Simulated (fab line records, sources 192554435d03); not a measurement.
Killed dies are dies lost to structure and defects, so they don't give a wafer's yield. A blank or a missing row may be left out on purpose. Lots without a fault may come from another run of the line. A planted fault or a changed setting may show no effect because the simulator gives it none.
Chamber matching | flow n5_finfet | N5_BEOL_M1_ETCH_77 on rie_diel-01: 4 sister chambers
The step etches underlayer in N2/H2, target depth 6.5 nm, time 5.2 s. 14 wafers are shown with their chamber, then 7 later ones without.

WAFERS WITH THEIR CHAMBER
wafer  | chamber | showerhead_plenum_p_Torr (Torr) | drypump_motor_current_A (A) | throttle_valve_pct (%)
L082.1 | 0       | 2.60                            | 5.3                         | 18.18
L082.2 | 1       | 2.58                            | 6.0                         | 17.41
L082.3 | 2       | 2.54                            | 6.3                         | 18.06
L086.2 | 2       | 2.54                            | 6.2                         | 18.07
L086.3 | 3       | 2.43                            | 5.8                         | 17.82
L086.5 | 3       | 2.43                            | 5.8                         | 17.83
L085.2 | 2       | 2.54                            | 6.3                         | 18.06
L085.4 | 3       | 2.43                            | 5.8                         | 17.83
L085.5 | 2       | 2.54                            | 6.3                         | 18.04
L089.1 | 2       | 2.54                            | 6.2                         | 18.07
L089.2 | 3       | 2.43                            | 5.8                         | 17.85
L089.3 | 0       | 2.59                            | 5.3                         | 17.78
L089.4 | 0       | 2.59                            | 5.3                         | 17.77
L089.5 | 3       | 2.43                            | 5.8                         | 17.86

SIGNATURES (means of the wafers above)
reading                  | chamber 0 | chamber 1 | chamber 2 | chamber 3 | scatter within a chamber
showerhead_plenum_p_Torr | 2.5933    | 2.5800    | 2.5400    | 2.4300    | 0.00258
drypump_motor_current_A  | 5.300     | 6.000     | 6.260     | 5.800     | 0.0346
throttle_valve_pct       | 17.9100   | 17.4100   | 18.0600   | 17.8380   | 0.105
Rule: a wafer's distance from a chamber is the root of the sum, over the readings, of the square of ((its reading less the chamber's mean) divided by the reading's scatter). The wafer belongs to the nearest chamber; if the next one is less than 2 further off, it can't be placed. The scatter: the root of (the sum of the squares of (reading less its chamber's mean) over the shown wafers, divided by (wafers less chambers)).

WAFERS WITHOUT THEIR CHAMBER
wafer  | showerhead_plenum_p_Torr (Torr) | drypump_motor_current_A (A) | throttle_valve_pct (%)
L089.6 | 2.54                            | 6.3                         | 18.04
L090.2 | 2.53                            | 6.3                         | 18.07
L090.5 | 2.57                            | 6.0                         | 17.42
L090.6 | 2.59                            | 5.3                         | 17.79
L096.2 | 2.59                            | 5.3                         | 17.78
L096.4 | 2.43                            | 5.8                         | 17.86
L096.5 | 2.57                            | 6.0                         | 17.46

WHICH CHAMBER EACH WENT THROUGH
wafer  | from the rows above | in truth
L089.6 | 2                   | 2
L090.2 | 2                   | 2
L090.5 | 1                   | 1
L090.6 | 0                   | 0
L096.2 | 0                   | 0
L096.4 | 3                   | 3
L096.5 | 1                   | 1
Placed correctly: 7 of 7. Can't be placed from these rows: 0. Placed wrongly: 0.
